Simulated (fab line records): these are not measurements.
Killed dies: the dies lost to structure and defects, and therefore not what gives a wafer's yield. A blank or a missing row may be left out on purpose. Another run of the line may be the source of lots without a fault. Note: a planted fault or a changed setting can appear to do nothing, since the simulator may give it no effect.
Matching of chambers    flow n5 finfet    ald metal-02 running N5_HKMG_FIN_PWFM_ALD_03: 3 sister chambers
The step deposits TiN, target thk 2 nm, pulse time 1 s, purge time 3 s. 18 wafers are shown with their chamber, then 7 later ones without.

## WAFERS, EACH WITH ITS CHAMBER
wafer   chamber  heater power w (W)  precursor pulse height rel
L074.1  2        1012                0.971
L074.2  1        911                 1.003
L074.3  0        868                 1.016
L074.4  1        904                 1.012
L074.5  2        960                 1.014
L074.6  0        869                 0.978
L075.1  0        871                 0.988
L075.3  2        987                 1.020
L075.5  2        998                 1.005
L076.2  0        886                 1.010
L076.3  2        998                 0.976
L076.5  0        863                 0.988
L077.3  2        981                 1.005
L077.5  1        903                 0.969
L077.6  0        864                 1.003
L081.1  0        882                 1.023
L081.3  1        927                 0.993
L081.6  0        858                 1.005

SIGNATURES, as means of the wafers listed above
reading                     chamber 0  chamber 1  chamber 2  scatter within a chamber
heater power w              870.12     911.25     989.33     13.2
precursor pulse height rel  1.00137    0.99425    0.99850    0.0178
Rule: a wafer lies at a distance from a chamber equal to the root of the sum of squares, over the readings, of (its reading less the chamber's mean, divided by the reading's scatter). The wafer belongs to the nearest chamber; if the next one is less than 2 further off, it can't be placed. The scatter: take each reading less its chamber's mean, square it, sum over the shown wafers, divide by the number of wafers less the number of chambers, and take the root.

## WAFERS MISSING THEIR CHAMBER
wafer   heater power w (W)  precursor pulse height rel
L084.1  993                 0.983
L084.4  909                 0.974
L090.1  875                 0.938
L090.2  988                 1.034
L090.6  892                 0.994
L094.1  907                 1.027
L094.5  852                 0.953

## CHAMBER TAKEN BY EACH
wafer   from the rows above      in truth
L084.1  2                        2
L084.4  1                        1
L090.1  can't be placed: 0 or 1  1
L090.2  2                        2
L090.6  can't be placed: 1 or 0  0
L094.1  can't be placed: 1 or 0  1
L094.5  0                        0
Placed correctly: 4 of 7. From these rows, 3 cannot be placed; in 3 the true chamber is one of the candidates. Placed wrongly: 0.
